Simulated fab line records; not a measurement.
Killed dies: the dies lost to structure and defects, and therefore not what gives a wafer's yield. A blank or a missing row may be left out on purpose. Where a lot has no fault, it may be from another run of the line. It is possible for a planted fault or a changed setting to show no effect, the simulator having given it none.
Split-lot experiment :: flow n5_finfet :: 21 wafers read from 7 lots, route of 1938 steps

## THE SPLIT ITSELF
At N5_MOL_CONTACT_COAG_EXPOSE_05 (exposes mask CA, defocus 0 nm), the setting dose_mj was moved away from the recipe's 38.25 on 8 of the 21 wafers read, by -7.0% to -2.7%. This setting was run at the recipe's value on the other wafers.

## FROM THE SPLIT TO THE READING: what the file shows between them, 11 steps
- N5_MOL_CONTACT_COAG_PEB_06: peb time 60 s
- N5_MOL_CONTACT_COAG_DEVELOP_07: develop time 30 s
- N5_MOL_CONTACT_COAG_CD_MEAS_08: target cd 28 nm
- N5_MOL_CONTACT_COAG_DESCUM_13: chemistry O2, time 7 s
- N5_MOL_CONTACT_COAG_ETCH_59: etches underlayer in N2/H2, target depth 13 nm, time 10.4 s
- N5_MOL_CONTACT_COAG_STRIP_108: strips in N2/H2 (also split here: temp_c)
- N5_MOL_CONTACT_COAG_CONTACT_ETCH_14: etches SiO2 in C4F6/O2, target depth 27.5 nm, overetch 8.5 nm, time 20 s
- N5_MOL_CONTACT_COAG_STRIP_109: strips in C4F6/O2
- N5_MOL_CONTACT_COAG_ETCH_15: etches SiNx in CH3F/O2, stops on Si:P, target depth 7 nm
- N5_MOL_CONTACT_COAG_ETCH_110: etches Si in CF4/O2, target depth 2.5 nm, time 8 s
- N5_MOL_CONTACT_COAG_STRIP_98: strips in N2/H2

## THE READING
At N5_MOL_CONTACT_COAG_CD_MEAS_99: cd_nm in nanometres, against a target cd of 17.2 nm. On this fab line, fault-free wafers typically give 17.3 nm with a standard deviation of 0.39 nm.

wafer: L076.3
tool, chamber at the split: euv_scanner-01, 0
dose_mj as run: 38.25
against the recipe: recipe
cd_nm, nm: 17.6
against lot-mates on the recipe: -

wafer: L076.4
tool, chamber at the split: euv_scanner-01, 0
dose_mj as run: 36.12
against the recipe: -5.6%
cd_nm, nm: 16.0
against lot-mates on the recipe: -1.6

wafer: L076.5
tool, chamber at the split: euv_scanner-01, 0
dose_mj as run: 36.12
against the recipe: -5.6%
cd_nm, nm: 16.2
against lot-mates on the recipe: -1.4

wafer: L079.1
tool, chamber at the split: euv_scanner-02, 0
dose_mj as run: 38.25
against the recipe: recipe
cd_nm, nm: 17.1
against lot-mates on the recipe: -

wafer: L079.5
tool, chamber at the split: euv_scanner-02, 0
dose_mj as run: 38.25
against the recipe: recipe
cd_nm, nm: 16.9
against lot-mates on the recipe: -

wafer: L079.6
tool, chamber at the split: euv_scanner-02, 0
dose_mj as run: 38.25
against the recipe: recipe
cd_nm, nm: 17.7
against lot-mates on the recipe: -

wafer: L085.1
tool, chamber at the split: euv_scanner-02, 0
dose_mj as run: 38.25
against the recipe: recipe
cd_nm, nm: 17.3
against lot-mates on the recipe: -

wafer: L085.3
tool, chamber at the split: euv_scanner-02, 0
dose_mj as run: 38.25
against the recipe: recipe
cd_nm, nm: 17.2
against lot-mates on the recipe: -

wafer: L085.5
tool, chamber at the split: euv_scanner-02, 0
dose_mj as run: 38.25
against the recipe: recipe
cd_nm, nm: 17.0
against lot-mates on the recipe: -

wafer: L086.1
tool, chamber at the split: euv_scanner-02, 0
dose_mj as run: 38.25
against the recipe: recipe
cd_nm, nm: 17.5
against lot-mates on the recipe: -

wafer: L086.2
tool, chamber at the split: euv_scanner-02, 0
dose_mj as run: 35.91
against the recipe: -6.1%
cd_nm, nm: 16.0
against lot-mates on the recipe: -1.5

wafer: L086.3
tool, chamber at the split: euv_scanner-02, 0
dose_mj as run: 35.91
against the recipe: -6.1%
cd_nm, nm: 15.6
against lot-mates on the recipe: -1.9

wafer: L087.3
tool, chamber at the split: euv_scanner-02, 0
dose_mj as run: 38.25
against the recipe: recipe
cd_nm, nm: 17.1
against lot-mates on the recipe: -

wafer: L087.4
tool, chamber at the split: euv_scanner-02, 0
dose_mj as run: 38.25
against the recipe: recipe
cd_nm, nm: 16.7
against lot-mates on the recipe: -

wafer: L087.5
tool, chamber at the split: euv_scanner-02, 0
dose_mj as run: 38.25
against the recipe: recipe
cd_nm, nm: 16.9
against lot-mates on the recipe: -

wafer: L088.3
tool, chamber at the split: euv_scanner-01, 0
dose_mj as run: 37.2
against the recipe: -2.7%
cd_nm, nm: 16.6
against lot-mates on the recipe: +0.1

wafer: L088.4
tool, chamber at the split: euv_scanner-01, 0
dose_mj as run: 38.25
against the recipe: recipe
cd_nm, nm: 16.5
against lot-mates on the recipe: -

wafer: L088.5
tool, chamber at the split: euv_scanner-01, 0
dose_mj as run: 37.2
against the recipe: -2.7%
cd_nm, nm: 16.4
against lot-mates on the recipe: -0.1

wafer: L089.1
tool, chamber at the split: euv_scanner-02, 0
dose_mj as run: 35.58
against the recipe: -7.0%
cd_nm, nm: 15.5
against lot-mates on the recipe: -2.2

wafer: L089.4
tool, chamber at the split: euv_scanner-02, 0
dose_mj as run: 38.25
against the recipe: recipe
cd_nm, nm: 17.7
against lot-mates on the recipe: -

wafer: L089.5
tool, chamber at the split: euv_scanner-02, 0
dose_mj as run: 35.58
against the recipe: -7.0%
cd_nm, nm: 15.7
against lot-mates on the recipe: -2.0

THE FIT
A straight line over all 21 wafers: cd_nm changes by +0.217 nm for each +1% of dose_mj; r = +0.89; the points scatter about the line by 0.32 nm.
The same after taking each lot's own level away (the mean of its wafers on the recipe; 21 wafers): +0.279 nm for each +1%; r = +0.94; scatter 0.3 nm.
The reading moves by 1.9 nm for the largest change in dose_mj, on that fit.
The lots' own levels span 16.50 to 17.70 nm, that is 3.1 times the standard deviation above.
So the slope is not independent of the lot-to-lot level: the two fits are not the same.
Check: -1.8 nm against its lot-mates is what the line predicts for one of the wafers moved furthest among these (-7.0%) when that wafer is left out of the fit. It came out at -2.2 nm against them.

## THESE WAFERS: OTHER SPLITS
Other splits were also applied to these wafers ahead of the reading. Each is held against what the fit with the lots' levels taken away leaves over:
other split on the same wafers: N5_HKMG_FIN_DESCUM_53 time_s
wafers away from the commonest value: 5
r with cd_nm (lot level and that fit taken away): +0.25

other split on the same wafers: N5_GATE_CUT_ETCH_58 bias_w
wafers away from the commonest value: 7
r with cd_nm (lot level and that fit taken away): -0.11

other split on the same wafers: N5_MOL_CONTACT_COAG_STRIP_108 temp_c
wafers away from the commonest value: 5
r with cd_nm (lot level and that fit taken away): +0.06

## THE WHOLE CHAIN: every reading that the file lists as answering this split, in the file's order
step: N5_MOL_CONTACT_COAG_CD_MEAS_08
what it does: target cd 28 nm
reading: cd_nm
change (the file's fit): +0.253 nm for each +1% of the setting
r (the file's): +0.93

step: N5_MOL_CONTACT_COAG_ETCH_59
what it does: etches underlayer in N2/H2, target depth 13 nm, time 10.4 s
reading: MOL_CONTACT_COAG.cd_offset_nm (the simulator's own value, which no gauge read)
change (the file's fit): +0.261 nm for each +1% of the setting
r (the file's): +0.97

step: N5_MOL_CONTACT_COAG_CONTACT_ETCH_14
what it does: etches SiO2 in C4F6/O2, target depth 27.5 nm, overetch 8.5 nm, time 20 s
reading: MOL_CONTACT_COAG.cd_offset_nm (the simulator's own value, which no gauge read)
change (the file's fit): +0.267 nm for each +1% of the setting
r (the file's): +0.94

step: N5_MOL_CONTACT_COAG_ETCH_15
what it does: etches SiNx in CH3F/O2, stops on Si:P, target depth 7 nm
reading: MOL_CONTACT_COAG.cd_offset_nm (the simulator's own value, which no gauge read)
change (the file's fit): +0.25 nm for each +1% of the setting
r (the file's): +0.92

step: N5_MOL_CONTACT_COAG_ETCH_110
what it does: etches Si in CF4/O2, target depth 2.5 nm, time 8 s
reading: MOL_CONTACT_COAG.cd_offset_nm (the simulator's own value, which no gauge read)
change (the file's fit): +0.288 nm for each +1% of the setting
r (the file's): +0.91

step: N5_MOL_CONTACT_COAG_CD_MEAS_99
what it does: target cd 17.2 nm
reading: cd_nm
change (the file's fit): +0.263 nm for each +1% of the setting
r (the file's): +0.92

## THE FILE'S OWN FIT
cd_nm changes by +0.263 nm for each +1% of dose_mj, r = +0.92.
